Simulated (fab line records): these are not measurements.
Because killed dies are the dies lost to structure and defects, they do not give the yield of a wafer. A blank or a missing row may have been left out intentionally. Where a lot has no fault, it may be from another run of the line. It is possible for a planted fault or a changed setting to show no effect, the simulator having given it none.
Problem report, 8D (eight disciplines) form, completed by code	flow nand_harc	the parts of the form that need people (team, actions taken, sign-off) are left out

## 1. THE PROBLEM
Wafers without a fault read 998 nm, standard deviation 10; thk_nm at NHARC_A_ONON_D1_THK_MEAS_08 reads a mean of 591 nm on 6 wafers belonging to 2 lots. Relative to the usual mean, that is a shift of -41 standard deviations.
The step: measures by ellipsometry.
First seen on wafer L152.1, day 16 03:20, on film_metro-02. The record holds 42 wafers of 14 lots with a number at this step. Rule for "out" (also "out of limits"): further than 4 standard deviations from the usual mean. Any other wafer with a number is counted as sound.

## 2. WHAT IT IS, WHAT IT ISN'T
question	is	is not
which readings at this step	thk_nm	-
which lots	L152, L154	L132, L133, L134, L135, L137, L138, L139, L140, L143, L144, L145, L147
which wafers of those lots	all that have a number	-
read on which gauges	film_metro-01, film_metro-02	-
when	from day 16 03:20	up to then (36 sound wafers)

## 3. WHAT RULES OUT EACH SUSPECT
Counting: any tool at a process step up to the reading is kept as a suspect provided that every lot that is out went through it and no sound lot did after the first of them.
- the gauge at NHARC_A_ONON_D1_THK_MEAS_08 is ruled out. Those wafers that are out were read across 2 gauges (film_metro-01, film_metro-02).
- pecvd_onon-03 at NHARC_A_ONON_D1_DEP_06 (target thk 1000 nm): kept. All lots that are out passed through it, beginning with L152 at day 16 02:49, and no sound lot followed; its final sound lot before that point was L145 at day 13 06:01.
The count leaves pecvd_onon-03 at NHARC_A_ONON_D1_DEP_06.

## 4. THE CAUSE (what the simulator had put in)
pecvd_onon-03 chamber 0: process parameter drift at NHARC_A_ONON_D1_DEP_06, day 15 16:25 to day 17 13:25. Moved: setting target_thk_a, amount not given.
After counting, this tool was the only one left.

## 5. SEQUENCE OF EFFECTS, ordered by route
One row per reading whose mean, taken over the struck wafers that have a number, lies over 3 standard deviations from the usual. Readings are gone through only where the record gives a usual standard deviation; hours: the median, over the lots, of the time from a lot's start at the first step in this table giving one to that lot's start at this step; sigmas: the change measured in usual standard deviations.
hours	step	reading	usual	on struck wafers	change	sigmas
0	NHARC_A_ONON_D1_THK_MEAS_08	thk_nm	998 nm	591	-407	-41
397	NHARC_END_SORT_01	killed_at_array	52	672	+620	+39
397	NHARC_END_SORT_01	killed_dies	57	677	+620	+39

## 6. HOW IT WOULD HAVE BEEN CAUGHT EARLIER
Counted from the fault's start at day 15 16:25, it took 11 hours until the first out-of-limits reading at a measuring or inspecting step in this record, taken at day 16 03:20.
Of the lots that are out (2), L154 began NHARC_A_ONON_D1_DEP_06 on pecvd_onon-03 after day 16 03:20. Had the tool been put on hold then, it would have been spared.
